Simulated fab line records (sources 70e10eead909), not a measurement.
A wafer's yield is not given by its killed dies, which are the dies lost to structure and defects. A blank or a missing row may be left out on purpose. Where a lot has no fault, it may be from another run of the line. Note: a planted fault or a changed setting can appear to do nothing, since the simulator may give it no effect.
Matching of chambers + flow nand_harc + rie_diel-02 running NHARC_A_STAIRCASE_DESCUM_443: 4 sister chambers
The step chemistry O2, time 3 s. 4 wafers are shown with their chamber, then 8 later ones without.

## WAFERS PAIRED WITH THEIR CHAMBERS
| wafer  | chamber | showerhead_plenum_p_Torr (Torr) |
|--------|---------|---------------------------------|
| L084.1 | 1       | 2.01                            |
| L084.5 | 0       | 1.79                            |
| L085.6 | 2       | 1.86                            |
| L087.1 | 3       | 1.79                            |

## WAFERS MISSING THEIR CHAMBER
| wafer  | showerhead_plenum_p_Torr (Torr) |
|--------|---------------------------------|
| L087.2 | 1.79                            |
| L087.3 | 1.86                            |
| L089.3 | 2.00                            |
| L089.5 | 1.79                            |
| L089.6 | 1.79                            |
| L093.1 | 2.00                            |
| L093.3 | 1.79                            |
| L093.4 | 1.79                            |

## EACH ONE'S CHAMBER
| wafer  | from the rows above     | in truth |
|--------|-------------------------|----------|
| L087.2 | can't be placed: 0 or 3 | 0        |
| L087.3 | 2                       | 2        |
| L089.3 | 1                       | 1        |
| L089.5 | can't be placed: 0 or 3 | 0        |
| L089.6 | can't be placed: 0 or 3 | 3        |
| L093.1 | 1                       | 1        |
| L093.3 | can't be placed: 0 or 3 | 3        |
| L093.4 | can't be placed: 0 or 3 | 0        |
Placed correctly: 3 of 8. Can't be placed from these rows: 5 (the true chamber is among the candidates in 5). Number placed wrongly: 0.
How it was worked out, from the rows above alone: a wafer's distance from a chamber is the root of the sum, over the readings, of the square of ((its reading less the chamber's mean) divided by the reading's scatter). The wafer belongs to the nearest chamber; if the next one is less than 2 further off, it can't be placed. Each chamber's mean is taken over the wafers shown for it. The scatter: root of mean squared gap, hidden wafer to nearest shown wafer, with one shown wafer a chamber.
